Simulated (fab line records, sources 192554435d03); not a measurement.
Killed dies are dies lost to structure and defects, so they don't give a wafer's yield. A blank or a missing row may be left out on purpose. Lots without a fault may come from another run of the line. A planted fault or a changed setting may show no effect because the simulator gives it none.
fab line records | flow n5_finfet
record lots=5 wafers=15 last_day=18
route steps=1938 shown BEOL_M3@989 BEOL_M4@1021
lots that met no fault: from a run of the same line without faults
start_h: hours from the record's first day to the start of the lot's first wafer shown | wait_h: hours since the lot's step before | " the same as in the row above | L1.1+2: a row that stands for several wafers | - no value, or no start given | * or withheld: withheld | < > ~ a bound
route shown NAME@n: a module of which the file shows steps, and the number in the route of the first | usual: mean/standard deviation of fault-free wafers | same: alike in all rows | chamber/n: place in a boat | sites: the reading at each site | _std_site: their standard deviation | _edge_site: outer sites' mean less inner sites' | radius_mm: how far each site lies from the wafer's centre | mask NAME#n: copy n | behind: the tool/chamber that last shaped the wafer | hold: why the lot was held/for how many hours/how that ended | device: the transistor (n, p or np) that didn't switch | end of line: the same wafers' tests at the end of the route | a step without rows: its recipe alone | killed: dies lost to structure and defects at the first sort, not the wafer's yield | map: a wafer's dies, x killed, . not, _ none there
set.NAME: the setting as run; set.NAME@STEP: as run at that earlier step | model.NAME: the simulator's own value behind a step, which no gauge read
lots at some steps of the route; a table a step, a row a wafer
services: from which hour (start_h, from the record's first day; less than 0 if before it) a tool's chamber was out of use, for how many hours, and why
## steps
# step N5_BEOL_M3_DEGAS_44
# recipe ambient=vacuum temp_c=250 time_s=60
# usual heater_power_w=328/29
# columns lot.wafer tool chamber start_h wait_h heater_power_w
L075.3 pvd_sputter-03 - 169.29 0.1 345
L075.4 " - " " 312
L075.5 " - " " 296
L083.2 pvd_sputter-01 - 237.08 0.5 327
L083.3 " - " " 274
L083.6 " - " " 337
L086.3 pvd_sputter-01 - 261.68 0.9 347
L086.5 " - " " 335
L086.6 " - " " 307
L087.2 pvd_sputter-01 - 267.76 0.4 322
L087.3 " - " " 303
L087.4 " - " " 273
L094.4 pvd_sputter-01 - 289.15 0.6 305
L094.5 " - " " 272
L094.6 " - " " 349
# step N5_BEOL_M3_PRE_CLEAN_45
# recipe gas=H2/He time_s=30 temp_c=250
# usual heater_power_w=328/29
# columns lot.wafer tool chamber start_h wait_h heater_power_w
L075.3 pvd_sputter-03 - 169.33 0.0 356
L075.4 " - " " 309
L075.5 " - " " 287
L083.2 pvd_sputter-01 - 237.12 0.0 326
L083.3 " - " " 276
L083.6 " - " " 347
L086.3 pvd_sputter-01 - 261.72 0.0 339
L086.5 " - " " 326
L086.6 " - " " 307
L087.2 pvd_sputter-01 - 267.80 0.0 334
L087.3 " - " " 312
L087.4 " - " " 271
L094.4 pvd_sputter-01 - 289.19 0.0 299
L094.5 " - " " 275
L094.6 " - " " 355
# step N5_BEOL_M3_ALD_84
# recipe material=TaN target_thk_a=* temp_c=275 ald_precursor_family=PDMAT ald_co_reactant=NH3 pressure_torr=3 carrier_flow_sccm=1500 pulse_time_s=2 purge_time_s=3 co_reactant_purge_time_s=2 co_reactant_pulse_time_s=3 ald_cycles=30 precursor_vessel_temp_c=75 precursor_vessel_pressure_torr=26.25 precursor_vessel_carrier_sccm=1000
# usual heater_power_w=427/52
# columns lot.wafer tool chamber start_h wait_h heater_power_w
L075.3 ald_metal-01 2 169.41 0.1 457
L075.4 " 0 " " 397
L075.5 " 3 " " 387
L083.2 ald_metal-04 1 237.28 0.1 444
L083.3 " 0 " " 339
L083.6 " 1 " " 423
L086.3 ald_metal-02 0 261.80 0.1 405
L086.5 " 1 " " 488
L086.6 " 0 " " 413
L087.2 ald_metal-02 0 267.86 0.0 418
L087.3 " 1 " " 487
L087.4 " 2 " " 411
L094.4 ald_metal-04 1 289.31 0.1 444
L094.5 " 1 " " 451
L094.6 " 2 " " 437
# step N5_BEOL_M3_SURFACE_TREAT_85
# recipe gas=Ar time_s=* ion_energy_ev=* ion_current_ma_cm2=0.5 pressure_mtorr=* ar_flow_sccm=30
# usual throttle_valve_pct=*
# columns lot.wafer tool chamber start_h wait_h throttle_valve_pct
L075.3 pvd_sputter-01 - 169.92 0.4 *
L075.4 " - " " *
L075.5 " - " " *
L083.2 pvd_sputter-01 - 237.54 0.2 *
L083.3 " - " " *
L083.6 " - " " *
L086.3 pvd_sputter-01 - 262.04 0.1 *
L086.5 " - " " *
L086.6 " - " " *
L087.2 pvd_sputter-01 - 268.10 0.1 *
L087.3 " - " " *
L087.4 " - " " *
L094.4 pvd_sputter-01 - 289.63 0.2 *
L094.5 " - " " *
L094.6 " - " " *
# step N5_BEOL_M3_CVD_47
# recipe material=Co target_thk_a=30 temp_c=withheld precursor=CCTBA/H2 pressure_torr=30 time_s=223.8
# columns lot.wafer tool chamber start_h wait_h
L075.3+4+5 cvd_co-01 1,0,2 170.21 0.3
L083.2+3+6 cvd_co-01 1,0,2 237.60 0.0
L086.3+5+6 cvd_co-02 2,0,2 262.11 0.1
L087.2+3+4 cvd_co-02 2,0,0 268.19 0.1
L094.4+5+6 cvd_co-01 0,2,1 289.76 0.1
# step N5_BEOL_M3_SPUTTER_48
# recipe material=Cu target_thk_a=45 temp_c=-20 chamber_pressure_pa=0.07 power_w=withheld time_s=8.29
# usual throttle_valve_pct=30.4/1.3
# columns lot.wafer tool chamber start_h wait_h throttle_valve_pct
L075.3 pvd_sputter-02 - 171.45 1.2 29.5
L075.4 " - " " 29.9
L075.5 " - " " 31.4
L083.2 pvd_sputter-03 - 238.68 1.0 30.4
L083.3 " - " " 30.8
L083.6 " - " " 29.1
L086.3 pvd_sputter-03 - 262.29 0.1 28.9
L086.5 " - " " 29.1
L086.6 " - " " 28.8
L087.2 pvd_sputter-03 - 268.37 0.1 30.9
L087.3 " - " " 30.3
L087.4 " - " " 29.1
L094.4 pvd_sputter-01 - 289.89 0.1 30.8
L094.5 " - " " 31.7
L094.6 " - " " 33.1
# step N5_BEOL_M3_ANNEAL_49
# recipe temp_c=400 time_s=240 ambient=vacuum
# usual heater_power_w=823/71
# columns lot.wafer tool chamber start_h wait_h heater_power_w
L075.3 pvd_sputter-02 - 171.53 0.0 778
L075.4 " - " " 784
L075.5 " - " " 912
L083.2 pvd_sputter-03 - 238.76 0.0 854
L083.3 " - " " 766
L083.6 " - " " 842
L086.3 pvd_sputter-03 - 262.37 0.0 863
L086.5 " - " " 740
L086.6 " - " " 868
L087.2 pvd_sputter-03 - 268.45 0.0 785
L087.3 " - " " 889
L087.4 " - " " 878
L094.4 pvd_sputter-01 - 289.97 0.0 856
L094.5 " - " " 695
L094.6 " - " " 824
# step N5_BEOL_M3_SPUTTER_79
# recipe material=Cu target_thk_a=45 temp_c=-20 chamber_pressure_pa=0.07 power_w=withheld time_s=8.29
# usual throttle_valve_pct=30.4/1.3
# columns lot.wafer tool chamber start_h wait_h throttle_valve_pct
L075.3 pvd_sputter-02 - 171.67 0.1 29.2
L075.4 " - " " 30.2
L075.5 " - " " 31.7
L083.2 pvd_sputter-03 - 238.90 0.1 30.1
L083.3 " - " " 30.7
L083.6 " - " " 29.1
L086.3 pvd_sputter-03 - 262.51 0.1 29.3
L086.5 " - " " 28.9
L086.6 " - " " 29.2
L087.2 pvd_sputter-03 - 268.59 0.1 31.0
L087.3 " - " " 30.5
L087.4 " - " " 29.0
L094.4 pvd_sputter-01 - 290.11 0.1 30.8
L094.5 " - " " 31.7
L094.6 " - " " 32.9
# step N5_BEOL_M3_ANNEAL_80
# recipe temp_c=400 time_s=240 ambient=vacuum
# usual heater_power_w=824/73
# columns lot.wafer tool chamber start_h wait_h heater_power_w
L075.3 pvd_sputter-02 - 171.75 0.0 767
L075.4 " - " " 778
L075.5 " - " " 897
L083.2 pvd_sputter-03 - 238.98 0.0 862
L083.3 " - " " 773
L083.6 " - " " 906
L086.3 pvd_sputter-03 - 262.59 0.0 872
L086.5 " - " " 740
L086.6 " - " " 865
L087.2 pvd_sputter-03 - 268.67 0.0 783
L087.3 " - " " 864
L087.4 " - " " 872
L094.4 pvd_sputter-01 - 290.19 0.0 861
L094.5 " - " " 685
L094.6 " - " " 828
# step N5_BEOL_M3_SPUTTER_81
# recipe material=Cu target_thk_a=45 temp_c=-20 chamber_pressure_pa=0.07 power_w=withheld time_s=8.29
# usual throttle_valve_pct=30.4/1.3
# columns lot.wafer tool chamber start_h wait_h throttle_valve_pct
L075.3 pvd_sputter-02 - 171.89 0.1 29.5
L075.4 " - " " 29.7
L075.5 " - " " 31.4
L083.2 pvd_sputter-03 - 239.12 0.1 30.0
L083.3 " - " " 31.0
L083.6 " - " " 29.2
L086.3 pvd_sputter-03 - 262.73 0.1 29.3
L086.5 " - " " 29.1
L086.6 " - " " 29.0
L087.2 pvd_sputter-03 - 268.81 0.1 31.0
L087.3 " - " " 30.3
L087.4 " - " " 29.1
L094.4 pvd_sputter-01 - 290.33 0.1 30.7
L094.5 " - " " 31.7
L094.6 " - " " 33.1
# step N5_BEOL_M3_ANNEAL_82
# recipe temp_c=400 time_s=240 ambient=vacuum
# usual heater_power_w=823/76
# columns lot.wafer tool chamber start_h wait_h heater_power_w
L075.3 pvd_sputter-02 - 171.97 0.0 771
L075.4 " - " " 770
L075.5 " - " " 932
L083.2 pvd_sputter-03 - 239.20 0.0 887
L083.3 " - " " 768
L083.6 " - " " 862
L086.3 pvd_sputter-03 - 262.81 0.0 884
L086.5 " - " " 744
L086.6 " - " " 872
L087.2 pvd_sputter-03 - 268.89 0.0 773
L087.3 " - " " 861
L087.4 " - " " 858
L094.4 pvd_sputter-01 - 290.41 0.0 867
L094.5 " - " " 682
L094.6 " - " " 832
# step N5_BEOL_M3_SPUTTER_86
# recipe material=Cu target_thk_a=45 temp_c=-20 chamber_pressure_pa=0.07 power_w=withheld time_s=8.29
# usual throttle_valve_pct=30.4/1.3
# columns lot.wafer tool chamber start_h wait_h throttle_valve_pct
L075.3 pvd_sputter-02 - 172.11 0.1 29.5
L075.4 " - " " 30.0
L075.5 " - " " 31.4
L083.2 pvd_sputter-03 - 239.34 0.1 30.4
L083.3 " - " " 30.9
L083.6 " - " " 29.1
L086.3 pvd_sputter-03 - 262.95 0.1 29.4
L086.5 " - " " 29.0
L086.6 " - " " 29.3
L087.2 pvd_sputter-03 - 269.03 0.1 31.1
L087.3 " - " " 30.4
L087.4 " - " " 28.9
L094.4 pvd_sputter-01 - 290.55 0.1 30.5
L094.5 " - " " 31.9
L094.6 " - " " 33.0
# step N5_BEOL_M3_ANNEAL_87
# recipe temp_c=400 time_s=240 ambient=vacuum
# usual heater_power_w=825/74
# columns lot.wafer tool chamber start_h wait_h heater_power_w
L075.3 pvd_sputter-02 - 172.19 0.0 786
L075.4 " - " " 820
L075.5 " - " " 883
L083.2 pvd_sputter-03 - 239.42 0.0 866
L083.3 " - " " 786
L083.6 " - " " 887
L086.3 pvd_sputter-03 - 263.03 0.0 892
L086.5 " - " " 731
L086.6 " - " " 894
L087.2 pvd_sputter-03 - 269.11 0.0 768
L087.3 " - " " 880
L087.4 " - " " 871
L094.4 pvd_sputter-01 - 290.63 0.0 854
L094.5 " - " " 680
L094.6 " - " " 828
# step N5_BEOL_M3_SPUTTER_88
# recipe material=Cu target_thk_a=45 temp_c=-20 chamber_pressure_pa=0.07 power_w=withheld time_s=8.29
# usual throttle_valve_pct=30.4/1.3
# columns lot.wafer tool chamber start_h wait_h throttle_valve_pct
L075.3 pvd_sputter-02 - 172.33 0.1 29.4
L075.4 " - " " 30.0
L075.5 " - " " 31.5
L083.2 pvd_sputter-03 - 239.56 0.1 30.3
L083.3 " - " " 31.0
L083.6 " - " " 29.1
L086.3 pvd_sputter-03 - 263.17 0.1 29.5
L086.5 " - " " 29.1
L086.6 " - " " 29.0
L087.2 pvd_sputter-03 - 269.25 0.1 30.8
L087.3 " - " " 30.3
L087.4 " - " " 29.1
L094.4 pvd_sputter-01 - 290.77 0.1 30.8
L094.5 " - " " 31.4
L094.6 " - " " 32.9
# step N5_BEOL_M3_ANNEAL_89
# recipe temp_c=400 time_s=240 ambient=vacuum
# usual heater_power_w=823/72
# columns lot.wafer tool chamber start_h wait_h heater_power_w
L075.3 pvd_sputter-02 - 172.41 0.0 770
L075.4 " - " " 790
L075.5 " - " " 884
L083.2 pvd_sputter-03 - 239.64 0.0 878
L083.3 " - " " 775
L083.6 " - " " 879
L086.3 pvd_sputter-03 - 263.25 0.0 868
L086.5 " - " " 726
L086.6 " - " " 877
L087.2 pvd_sputter-03 - 269.33 0.0 803
L087.3 " - " " 868
L087.4 " - " " 888
L094.4 pvd_sputter-01 - 290.85 0.0 878
L094.5 " - " " 689
L094.6 " - " " 829
# step N5_BEOL_M3_SPUTTER_90
# recipe material=Cu target_thk_a=45 temp_c=-20 chamber_pressure_pa=0.07 power_w=withheld time_s=8.29
# usual throttle_valve_pct=30.4/1.3
# columns lot.wafer tool chamber start_h wait_h throttle_valve_pct
L075.3 pvd_sputter-02 - 172.55 0.1 29.5
L075.4 " - " " 30.0
L075.5 " - " " 31.6
L083.2 pvd_sputter-03 - 239.78 0.1 30.2
L083.3 " - " " 30.9
L083.6 " - " " 29.3
L086.3 pvd_sputter-03 - 263.39 0.1 29.1
L086.5 " - " " 29.0
L086.6 " - " " 29.0
L087.2 pvd_sputter-03 - 269.47 0.1 31.1
L087.3 " - " " 30.2
L087.4 " - " " 29.0
L094.4 pvd_sputter-01 - 290.99 0.1 30.7
L094.5 " - " " 31.5
L094.6 " - " " 33.1
# step N5_BEOL_M3_ANNEAL_91
# recipe temp_c=400 time_s=240 ambient=vacuum
# usual heater_power_w=824/74
# columns lot.wafer tool chamber start_h wait_h heater_power_w
L075.3 pvd_sputter-02 - 172.63 0.0 761
L075.4 " - " " 784
L075.5 " - " " 898
L083.2 pvd_sputter-03 - 239.86 0.0 900
L083.3 " - " " 786
L083.6 " - " " 875
L086.3 pvd_sputter-03 - 263.47 0.0 873
L086.5 " - " " 741
L086.6 " - " " 866
L087.2 pvd_sputter-03 - 269.55 0.0 786
L087.3 " - " " 892
L087.4 " - " " 870
L094.4 pvd_sputter-01 - 291.07 0.0 897
L094.5 " - " " 701
L094.6 " - " " 826
# step N5_BEOL_M3_SPUTTER_92
# recipe material=Cu target_thk_a=45 temp_c=-20 chamber_pressure_pa=0.07 power_w=withheld time_s=8.29
# usual throttle_valve_pct=30.4/1.3
# columns lot.wafer tool chamber start_h wait_h throttle_valve_pct
L075.3 pvd_sputter-02 - 172.77 0.1 29.2
L075.4 " - " " 29.9
L075.5 " - " " 31.8
L083.2 pvd_sputter-03 - 240.00 0.1 30.3
L083.3 " - " " 31.0
L083.6 " - " " 29.3
L086.3 pvd_sputter-03 - 263.61 0.1 28.8
L086.5 " - " " 28.8
L086.6 " - " " 28.9
L087.2 pvd_sputter-03 - 269.69 0.1 30.7
L087.3 " - " " 30.1
L087.4 " - " " 29.0
L094.4 pvd_sputter-01 - 291.21 0.1 30.7
L094.5 " - " " 31.3
L094.6 " - " " 33.1
# step N5_BEOL_M3_ANNEAL_93
# recipe temp_c=400 time_s=240 ambient=vacuum
# usual heater_power_w=823/76
# columns lot.wafer tool chamber start_h wait_h heater_power_w
L075.3 pvd_sputter-02 - 172.85 0.0 781
L075.4 " - " " 781
L075.5 " - " " 887
L083.2 pvd_sputter-03 - 240.08 0.0 896
L083.3 " - " " 794
L083.6 " - " " 869
L086.3 pvd_sputter-03 - 263.69 0.0 863
L086.5 " - " " 724
L086.6 " - " " 863
L087.2 pvd_sputter-03 - 269.77 0.0 766
L087.3 " - " " 916
L087.4 " - " " 888
L094.4 pvd_sputter-01 - 291.29 0.0 892
L094.5 " - " " 678
L094.6 " - " " 825
# step N5_BEOL_M3_SPUTTER_94
# recipe material=Cu target_thk_a=45 temp_c=-20 chamber_pressure_pa=0.07 power_w=withheld time_s=8.29
# usual throttle_valve_pct=30.4/1.3
# columns lot.wafer tool chamber start_h wait_h throttle_valve_pct
L075.3 pvd_sputter-02 - 172.99 0.1 29.7
L075.4 " - " " 29.9
L075.5 " - " " 31.6
L083.2 pvd_sputter-03 - 240.22 0.1 30.1
L083.3 " - " " 30.9
L083.6 " - " " 29.0
L086.3 pvd_sputter-03 - 263.83 0.1 29.2
L086.5 " - " " 29.1
L086.6 " - " " 29.1
L087.2 pvd_sputter-03 - 269.91 0.1 31.0
L087.3 " - " " 30.5
L087.4 " - " " 28.8
L094.4 pvd_sputter-01 - 291.43 0.1 30.4
L094.5 " - " " 31.6
L094.6 " - " " 32.8
# step N5_BEOL_M3_ANNEAL_95
# recipe temp_c=400 time_s=240 ambient=vacuum
# usual heater_power_w=825/73
# columns lot.wafer tool chamber start_h wait_h heater_power_w
L075.3 pvd_sputter-02 - 173.07 0.0 776
L075.4 " - " " 801
L075.5 " - " " 885
L083.2 pvd_sputter-03 - 240.30 0.0 866
L083.3 " - " " 767
L083.6 " - " " 852
L086.3 pvd_sputter-03 - 263.91 0.0 871
L086.5 " - " " 735
L086.6 " - " " 858
L087.2 pvd_sputter-03 - 269.99 0.0 791
L087.3 " - " " 899
L087.4 " - " " 865
L094.4 pvd_sputter-01 - 291.51 0.0 897
L094.5 " - " " 690
L094.6 " - " " 836
# step N5_BEOL_M3_SPUTTER_96
# recipe material=Cu target_thk_a=45 temp_c=-20 chamber_pressure_pa=0.07 power_w=withheld time_s=8.29
# usual throttle_valve_pct=30.4/1.3
# columns lot.wafer tool chamber start_h wait_h throttle_valve_pct
L075.3 pvd_sputter-02 - 173.21 0.1 29.3
L075.4 " - " " 30.1
L075.5 " - " " 31.6
L083.2 pvd_sputter-03 - 240.44 0.1 30.2
L083.3 " - " " 31.0
L083.6 " - " " 29.3
L086.3 pvd_sputter-03 - 264.05 0.1 28.8
L086.5 " - " " 29.0
L086.6 " - " " 29.1
L087.2 pvd_sputter-03 - 270.13 0.1 30.8
L087.3 " - " " 30.3
L087.4 " - " " 29.3
L094.4 pvd_sputter-01 - 291.65 0.1 30.8
L094.5 " - " " 31.6
L094.6 " - " " 32.9
# step N5_BEOL_M3_ECD_50
# recipe material=Cu target_thk_a=3000
# columns lot.wafer tool chamber start_h wait_h
L075.3+4+5 ecd_cu-01 0,1,0 173.34 0.1
L083.2+3+6 ecd_cu-02 1,1,0 240.56 0.1
L086.3+5+6 ecd_cu-01 1,1,0 264.18 0.1
L087.2+3+4 ecd_cu-01 1,0,1 270.24 0.1
L094.4+5+6 ecd_cu-01 0,0,1 291.78 0.1
# step N5_BEOL_M3_ANNEAL_51
# recipe temp_c=225 time_s=90 ambient=N2
# usual wafer_temp_C_max=226.22/0.26
# columns lot.wafer tool chamber start_h wait_h wafer_temp_C_max
L075.3 rtp_anneal-02 0 173.49 0.1 226.22
L075.4 " 0 " " 226.27
L075.5 " 0 " " 226.48
L083.2 rtp_anneal-02 0 240.69 0.1 226.19
L083.3 " 0 " " 226.15
L083.6 " 0 " " 226.47
L086.3 rtp_anneal-02 0 264.33 0.1 226.80
L086.5 " 0 " " 226.79
L086.6 " 0 " " 226.30
L087.2 rtp_anneal-01 0 270.37 0.1 226.00
L087.3 " 0 " " 226.00
L087.4 " 0 " " 226.26
L094.4 rtp_anneal-02 0 291.98 0.2 226.37
L094.5 " 0 " " 226.19
L094.6 " 0 " " 226.06
# step N5_BEOL_M3_CMP_52
# recipe stop_on=SiOC t_overpolish_s=6.8 down_force_psi=1 platen_rpm=50 clearing_platen_down_force_psi=1.5 clearing_platen_rpm=50 post_cmp_clean=cu_alkaline target_thk_nm=40 clearing_platen_pad_velocity_m_s=0.99484 pad_velocity_m_s=0.99484
# usual barrier_field_endpoint_s=24.7/0.61 head_pressure_psi=0.9999/0.0023 motor_current_A=5.9/0.43 overpolish_run_s=6.800/0.0088 time_to_endpoint_s=61/3
# columns lot.wafer tool chamber start_h wait_h barrier_field_endpoint_s head_pressure_psi motor_current_A overpolish_run_s time_to_endpoint_s
L075.3 cmp-02 1 173.70 0.2 24.7 1.0021 6.1 6.809 63
L075.4 " 3 " " 24.4 1.0015 5.7 6.802 62
L075.5 " 1 " " 25.2 0.9995 5.8 6.796 64
L083.2 cmp-04 2 241.01 0.3 25.2 0.9982 5.4 6.807 67
L083.3 " 3 " " 24.6 0.9999 6.3 6.790 63
L083.6 " 1 " " 25.9 0.9966 5.2 6.817 69
L086.3 cmp-04 1 264.65 0.3 24.0 1.0014 5.5 6.798 60
L086.5 " 2 " " 24.0 0.9976 5.4 6.796 59
L086.6 " 3 " " 22.9 0.9945 6.7 6.803 60
L087.3 cmp-04 0 271.47 1.0 24.0 0.9998 5.7 6.801 59
L087.2 " 2 " " 24.3 0.9976 5.2 6.786 65
L087.4 " 3 " " 24.1 1.0017 6.3 6.794 58
L094.4 cmp-04 0 292.22 0.2 24.7 0.9991 5.8 6.799 56
L094.5 " 2 " " 24.8 1.0036 4.8 6.795 60
L094.6 " 3 " " 24.0 0.9976 6.2 6.807 55
# step N5_BEOL_M3_THK_MEAS_53
# recipe thk_meas_gauge=xrf reads=Cu_of_BEOL_M3_ECD_50
# usual M3_THK=40.6/1.5
# columns lot.wafer tool chamber start_h wait_h M3_THK[nm]
L075.3 film_metro-02 - 174.00 - 41.0
L075.4 " - " " 41.3
L075.5 " - " " 41.6
L083.2 film_metro-02 - 241.23 - 42.3
L083.3 " - " " 40.6
L083.6 " - " " 42.9
L086.3 film_metro-01 - 264.83 - 41.2
L086.5 " - " " 43.1
L086.6 " - " " 41.2
L087.2 film_metro-02 - 271.77 - 39.8
L087.3 " - " " 37.9
L087.4 " - " " 40.2
L094.4 film_metro-01 - 292.44 - 41.1
L094.5 " - " " 40.2
L094.6 " - " " 39.8
# step N5_BEOL_M3_PRE_CLEAN_60
# recipe gas=NH3/H2 time_s=15 temp_c=* rf_power_w=300
# usual heater_power_w=84/25
# columns lot.wafer tool chamber start_h wait_h heater_power_w
L075.3 cvd_co-01 2 174.03 0.0 116
L075.4 " 1 " " 80
L075.5 " 2 " " 121
L083.2 cvd_co-02 1 241.27 0.0 108
L083.3 " 0 " " 42
L083.6 " 0 " " 42
L086.3 cvd_co-01 2 264.87 0.0 114
L086.5 " 2 " " 118
L086.6 " 0 " " 78
L087.2 cvd_co-01 2 271.80 0.0 119
L087.3 " 0 " " 75
L087.4 " 1 " " 79
L094.4 cvd_co-02 2 292.49 0.1 81
L094.5 " 1 " " 114
L094.6 " 0 " " 41
# step N5_BEOL_M3_CO_CAP_55
# recipe material=Co target_thk_a=20 temp_c=200 precursor=CCTBA/H2 pressure_torr=30 time_s=102.1
# usual heater_power_w=235/31
# columns lot.wafer tool chamber start_h wait_h heater_power_w
L075.3 cvd_co-01 2 174.07 0.0 273
L075.4 " 1 " " 226
L075.5 " 2 " " 276
L083.2 cvd_co-02 1 241.31 0.0 268
L083.3 " 0 " " 181
L083.6 " 0 " " 181
L086.3 cvd_co-01 2 264.91 0.0 278
L086.5 " 2 " " 278
L086.6 " 0 " " 224
L087.2 cvd_co-01 2 271.84 0.0 272
L087.3 " 0 " " 227
L087.4 " 1 " " 236
L094.4 cvd_co-02 2 292.55 0.0 230
L094.5 " 1 " " 272
L094.6 " 0 " " 183
# step N5_BEOL_M3_PRE_CLEAN_56
# recipe gas=NH3 time_s=15 temp_c=withheld rf_power_w=300
# columns lot.wafer tool chamber start_h wait_h
L075.3+4+5 pecvd-01 1,1,0 174.16 0.1
L083.2+3+6 pecvd-04 2,0,1 241.42 0.1
L086.3+5+6 pecvd-04 2,2,1 265.00 0.1
L087.2+3+4 pecvd-01 0,1,0 271.94 0.1
L094.4+5+6 pecvd-04 2,1,0 292.62 0.0
# step N5_BEOL_M3_DEP_57
# recipe material=SiCN target_thk_a=80 temp_c=withheld precursor=3MS/NH3 pressure_torr=3 rf_w=202 time_s=14
# usual showerhead_plenum_p_Torr=3.663/0.019 throttle_valve_pct=8.9/0.4
# columns lot.wafer tool chamber start_h wait_h showerhead_plenum_p_Torr throttle_valve_pct
L075.3 pecvd-01 1 174.19 0.0 3.658 9.2
L075.4 " 1 " " 3.667 9.2
L075.5 " 0 " " 3.689 8.3
L083.2 pecvd-04 2 241.44 0.0 3.686 8.7
L083.3 " 0 " " 3.681 9.5
L083.6 " 1 " " 3.664 9.4
L086.3 pecvd-04 2 265.03 0.0 3.680 8.6
L086.5 " 2 " " 3.683 8.6
L086.6 " 1 " " 3.670 9.4
L087.2 pecvd-01 0 271.96 0.0 3.684 8.2
L087.3 " 1 " " 3.654 9.3
L087.4 " 0 " " 3.690 8.4
L094.4 pecvd-04 2 292.64 0.0 3.673 8.8
L094.5 " 1 " " 3.657 9.5
L094.6 " 0 " " 3.682 9.5
# step N5_BEOL_M3_RS_MEAS_58
# recipe thk_meas_gauge=four-point-probe reads=Co_of_BEOL_M3_CO_CAP_55+Cu_of_BEOL_M3_ECD_50+Co_of_BEOL_M3_CVD_47+TaN_of_BEOL_M3_ALD_84
# usual M3_RS=0.68/0.032
# columns lot.wafer tool chamber start_h wait_h M3_RS[ohm/sq]
L075.3 film_metro-01 - 174.26 0.1 0.67
L075.4 " - " " 0.66
L075.5 " - " " 0.66
L083.2 film_metro-01 - 241.52 0.1 0.64
L083.3 " - " " 0.68
L083.6 " - " " 0.63
L086.3 film_metro-02 - 265.09 0.1 0.66
L086.5 " - " " 0.62
L086.6 " - " " 0.66
L087.2 film_metro-01 - 272.03 0.1 0.69
L087.3 " - " " 0.74
L087.4 " - " " 0.69
L094.4 film_metro-01 - 292.70 0.0 0.67
L094.5 " - " " 0.69
L094.6 " - " " 0.69
# step N5_BEOL_M3_INSPECT_59
# recipe inspect_instrument=darkfield mode=post_dep
# usual raw_defect_count=71/24
# columns lot.wafer tool chamber start_h wait_h raw_defect_count
L075.3 defect_inspect-01 - 174.28 0.0 53
L075.4 " - " " 64
L075.5 " - " " 39
L083.2 defect_inspect-01 - 241.55 0.0 74
L083.3 " - " " 57
L083.6 " - " " 59
L086.3 defect_inspect-01 - 265.31 0.2 116
L086.5 " - " " 100
L086.6 " - " " 115
L087.2 defect_inspect-02 - 272.05 0.0 46
L087.3 " - " " 44
L087.4 " - " " 55
L094.4 defect_inspect-01 - 292.72 0.0 93
L094.5 " - " " 98
L094.6 " - " " 108
# step N5_BEOL_M4_ILD_DEP_00
# recipe material=SiOC target_thk_a=790 temp_c=350 precursor=DEMS/O2 pressure_torr=5 rf_w=500 time_s=15.3
# usual heater_power_w=473/74 showerhead_plenum_p_Torr=5.699/0.014 throttle_valve_pct=11.8/0.42
# columns lot.wafer tool chamber start_h wait_h heater_power_w showerhead_plenum_p_Torr throttle_valve_pct
L075.3 pecvd-04 1 174.32 0.0 431 5.692 12.0
L075.4 " 1 " " 443 5.701 12.1
L075.5 " 0 " " 365 5.718 12.2
L083.2 pecvd-02 2 241.58 0.0 596 5.707 11.3
L083.3 " 0 " " 459 5.686 12.0
L083.6 " 0 " " 468 5.691 12.1
L086.3 pecvd-02 2 265.34 0.0 596 5.706 11.8
L086.5 " 0 " " 498 5.687 12.0
L086.6 " 2 " " 598 5.696 11.8
L087.2 pecvd-04 1 272.09 0.0 373 5.692 12.5
L087.3 " 0 " " 313 5.719 12.6
L087.4 " 0 " " 317 5.718 12.3
L094.4 pecvd-02 2 292.77 0.1 518 5.707 11.7
L094.5 " 0 " " 453 5.688 12.0
L094.6 " 1 " " 493 5.680 11.7
# step N5_BEOL_M4_THK_MEAS_01
# recipe reads=SiOC_of_BEOL_M4_ILD_DEP_00
# usual M4_ILD_THK=78.9/1
# columns lot.wafer tool chamber start_h wait_h M4_ILD_THK[nm]
L075.3 film_metro-02 - 174.39 0.1 78.4
L075.4 " - " " 78.7
L075.5 " - " " 80.9
L083.2 film_metro-01 - 241.65 0.1 78.4
L083.3 " - " " 76.9
L083.6 " - " " 78.3
L086.3 film_metro-02 - 265.41 0.1 78.7
L086.5 " - " " 79.1
L086.6 " - " " 80.0
L087.2 film_metro-01 - 272.16 0.1 77.8
L087.3 " - " " 78.8
L087.4 " - " " 80.0
L094.4 film_metro-02 - 292.83 0.0 80.8
L094.5 " - " " 80.0
L094.6 " - " " 78.9
# step N5_BEOL_M4_PECVD_72
# recipe material=SiO2 target_thk_a=160 temp_c=400 precursor=TEOS/O2 pressure_torr=5.5 rf_w=450 teos_flow_sccm=53.8 gas=O2 flow_sccm=3000 time_s=18
# usual heater_power_w=695/99 showerhead_plenum_p_Torr=8.80/0.063 throttle_valve_pct=22.0/0.85
# columns lot.wafer tool chamber start_h wait_h heater_power_w showerhead_plenum_p_Torr throttle_valve_pct
L075.3 pecvd-02 0 174.42 0.0 793 8.81 22.3
L075.4 " 0 " " 805 8.79 22.3
L075.5 " 1 " " 669 8.78 22.0
L083.2 pecvd-01 1 241.69 0.0 703 8.73 22.8
L083.3 " 0 " " 804 8.91 20.3
L083.6 " 2 " " 562 8.70 21.7
L086.3 pecvd-02 2 265.45 0.0 821 8.80 21.5
L086.5 " 0 " " 708 8.75 22.0
L086.6 " 1 " " 637 8.78 21.9
L087.2 pecvd-02 1 272.20 0.0 633 8.78 21.7
L087.3 " 2 " " 865 8.82 21.7
L087.4 " 1 " " 635 8.78 21.8
L094.4 pecvd-01 0 292.88 0.1 775 8.90 20.3
L094.5 " 1 " " 638 8.73 22.8
L094.6 " 2 " " 584 8.72 22.0
## services
# columns tool chamber start_h hours kind
cmp-02 - 148.85 15.6 pm
pvd_sputter-03 - 157.03 5.4 repair
cmp-04 - 168.18 4.9 pm
cvd_co-01 - 178.62 0.5 repair
ald_metal-04 3 181.45 1.9 repair
ald_metal-04 0 182.76 5.5 repair
ecd_cu-02 - 194.89 2.1 repair
ald_metal-04 - 200.95 14.6 pm
pecvd-02 - 203.84 3.3 repair
cmp-02 - 204.19 4.0 pm
pecvd-02 0 207.51 13.8 repair
cmp-02 - 217.95 6.6 repair
cvd_co-01 - 219.89 0.2 repair
ald_metal-04 2 227.97 5.6 repair
pvd_sputter-02 - 229.10 4.9 repair
ald_metal-04 3 236.81 5.7 repair
ecd_cu-01 - 244.54 1.5 repair
pecvd-04 0 245.24 6.4 repair
ecd_cu-02 - 246.11 0.9 repair
cmp-04 - 250.04 4.0 pm
pvd_sputter-01 - 264.67 2.1 repair
cmp-04 - 268.18 0.3 repair
ald_metal-01 0 268.20 23.7 repair
ald_metal-01 3 283.16 4.9 repair
## key
fault none
